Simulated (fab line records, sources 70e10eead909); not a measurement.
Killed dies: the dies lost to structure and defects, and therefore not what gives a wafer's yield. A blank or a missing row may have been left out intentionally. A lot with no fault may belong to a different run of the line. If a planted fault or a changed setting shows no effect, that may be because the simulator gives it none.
Which tool did it? | flow nand-harc | 6 lots with 18 wafers sampled at 3 steps, on a route of 1159 steps

WHAT THE GAUGES SHOWED, per wafer
NHARC_A_ONON_D1_THK_MEAS_05: measures by ellipsometry.
lot  | measured     | on            | thk-nm (nm)
L642 | day 8 00:59  | film-metro-02 | 1005 1004 1004
L644 | day 8 01:03  | film-metro-01 | 984 986 985
L646 | day 8 17:36  | film-metro-02 | 987 986 987
L656 | day 11 18:36 | film-metro-01 | 993 649 649
L659 | day 12 02:21 | film-metro-01 | 993 992 992
L662 | day 12 18:56 | film-metro-02 | 996 998 998

WHICH TOOL RAN EACH LOT (tool, then ch and the chambers of the sampled wafers, then the start)
lot  | NHARC_P_BONDPAD_ACTIVATE_29        | NHARC_A_ONON_D1_DEP_03
L642 | rie-diel-08 ch 0,1, day 6 23:55    | pecvd-onon-04 ch 0, day 8 00:32
L644 | rie-diel-08 ch 1,2,3, day 7 03:22  | pecvd-onon-02 ch 0, day 8 00:31
L646 | rie-diel-09 ch 1,2, day 7 16:23    | pecvd-onon-04 ch 0, day 8 17:16
L656 | rie-diel-11 ch 0,2,3, day 10 20:18 | pecvd-onon-03 ch 0, day 11 18:08
L659 | rie-diel-08 ch 0,1,2, day 10 23:40 | pecvd-onon-04 ch 0, day 12 01:54
L662 | rie-diel-08 ch 0,2, day 11 18:26   | pecvd-onon-02 ch 0, day 12 18:24
- NHARC_P_BONDPAD_ACTIVATE_29: chemistry N2, time 60 s.
- NHARC_A_ONON_D1_DEP_03: target thk 1000 nm.

THE ANSWER, worked out from the rows above alone
Rule: the lots themselves supply what counts as usual. Put in order of their means at a reading, lots are off if they are a third of the lots or fewer, leave a main group of 4 or more, and stand apart from it by a gap of 3 or more times the standard deviation of the main group's means; of several such gaps the widest counts. Not used: any main group whose means are identical at the precision the tables above print for the reading. A lot without any number at a reading at which 4 lots or more have one is off too. Where the step has rows for the other lots, those lots are counted as sound.
Off: L656, at NHARC_A_ONON_D1_THK_MEAS_05 (thk-nm). Main group: mean 993 nm, sd 7.1.
A tool fits if, at a process step before that reading, it ran every lot that is off, and no sound lot after the first of them. The gauges at NHARC_A_ONON_D1_THK_MEAS_05 are tried like those tools. 2 tools fit, rie-diel-11 at NHARC_P_BONDPAD_ACTIVATE_29 and pecvd-onon-03 at NHARC_A_ONON_D1_DEP_03, so this cannot tell which one it is.

WHAT HAD BEEN PUT IN BY THE SIMULATOR
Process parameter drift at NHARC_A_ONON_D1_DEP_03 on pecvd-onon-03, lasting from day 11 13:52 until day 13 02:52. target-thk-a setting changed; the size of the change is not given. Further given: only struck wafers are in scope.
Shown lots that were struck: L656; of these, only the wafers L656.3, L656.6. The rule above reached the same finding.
